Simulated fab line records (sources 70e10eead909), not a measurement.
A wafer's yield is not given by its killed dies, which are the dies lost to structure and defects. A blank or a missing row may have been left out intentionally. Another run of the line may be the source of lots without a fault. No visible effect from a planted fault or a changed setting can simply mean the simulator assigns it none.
Which tool is to blame? / flow nandHarc / at 1 step of a route of 1302, 24 lots with 72 wafers sampled

== WHAT THE GAUGES SHOWED, per wafer ==
NHARC_A_WL_FILL_INSPECT_15. Usual: rawDefectCount at 476, with a standard deviation of 110.
lot=L076; measured=day 21 04:43; on=defectInspect-02; rawDefectCount=709 551 441; flag=
lot=L075; measured=day 21 04:44; on=defectInspect-01; rawDefectCount=574 585 456; flag=
lot=L074; measured=day 21 12:02; on=defectInspect-01; rawDefectCount=399 370 662; flag=
lot=L077; measured=day 22 22:43; on=defectInspect-02; rawDefectCount=407 419 416; flag=
lot=L080; measured=day 23 01:34; on=defectInspect-01; rawDefectCount=602 583 746; flag=
lot=L078; measured=day 23 01:34; on=defectInspect-02; rawDefectCount=480 597 461; flag=
lot=L079; measured=day 23 15:06; on=defectInspect-01; rawDefectCount=374 471 417; flag=
lot=L081; measured=day 24 04:18; on=defectInspect-02; rawDefectCount=330 566 623; flag=
lot=L082; measured=day 24 22:05; on=defectInspect-02; rawDefectCount=338 378 457; flag=
lot=L083; measured=day 24 22:08; on=defectInspect-01; rawDefectCount=432 496 486; flag=
lot=L084; measured=day 25 06:29; on=defectInspect-01; rawDefectCount=639 401 657; flag=
lot=L085; measured=day 25 15:25; on=defectInspect-02; rawDefectCount=357 389 394; flag=
lot=L086; measured=day 26 07:56; on=defectInspect-01; rawDefectCount=461 400 391; flag=
lot=L088; measured=day 26 07:59; on=defectInspect-02; rawDefectCount=357 411 431; flag=
lot=L089; measured=day 26 11:16; on=defectInspect-02; rawDefectCount=317 616 413; flag=
lot=L087; measured=day 26 11:19; on=defectInspect-01; rawDefectCount=367 362 367; flag=
lot=L091; measured=day 27 08:02; on=defectInspect-02; rawDefectCount=517 423 605; flag=
lot=L090; measured=day 27 10:50; on=defectInspect-02; rawDefectCount=430 418 353; flag=
lot=L092; measured=day 28 15:21; on=defectInspect-02; rawDefectCount=673 537 492; flag=
lot=L093; measured=day 28 15:31; on=defectInspect-02; rawDefectCount=411 384 430; flag=
lot=L094; measured=day 29 17:05; on=defectInspect-02; rawDefectCount=567 739 438; flag=
lot=L095; measured=day 29 20:35; on=defectInspect-01; rawDefectCount=680 667 431; flag=
lot=L096; measured=day 29 20:38; on=defectInspect-02; rawDefectCount=413 351 285; flag=
lot=L097; measured=day 30 22:32; on=defectInspect-02; rawDefectCount=478 510 588; flag=

== WHAT TOOL EACH LOT RAN ON (gives the tool, then ch and the chambers of the sampled wafers, and finally the start) ==
No process step before these readings appears in the record.

== WHAT THE TOOLS THEMSELVES READ (means of the sampled wafers that have a number; where no wafer has one, the mark that the record gives instead) ==
The record holds no such reading with a usual standard deviation.

== THE ANSWER, worked out from the rows above alone ==
Rule: a lot is off if the mean of its wafers that have a number lies more than 3 standard deviations from the usual mean. Also off: a lot with no number at a reading for which 4 or more lots have one. Where the step has rows for the other lots, those lots are counted as sound. Order of review: gauges by route order, followed by the tools' own readings, for which a lot's mean as printed above is used. The first step at which some lot is off is used, and at that step the reading that is off furthest; a lot without a number counts as furthest.
No lot is off on any of the readings shown, so nothing can be concluded from this.

== WHAT THE SIMULATOR PUT IN ==
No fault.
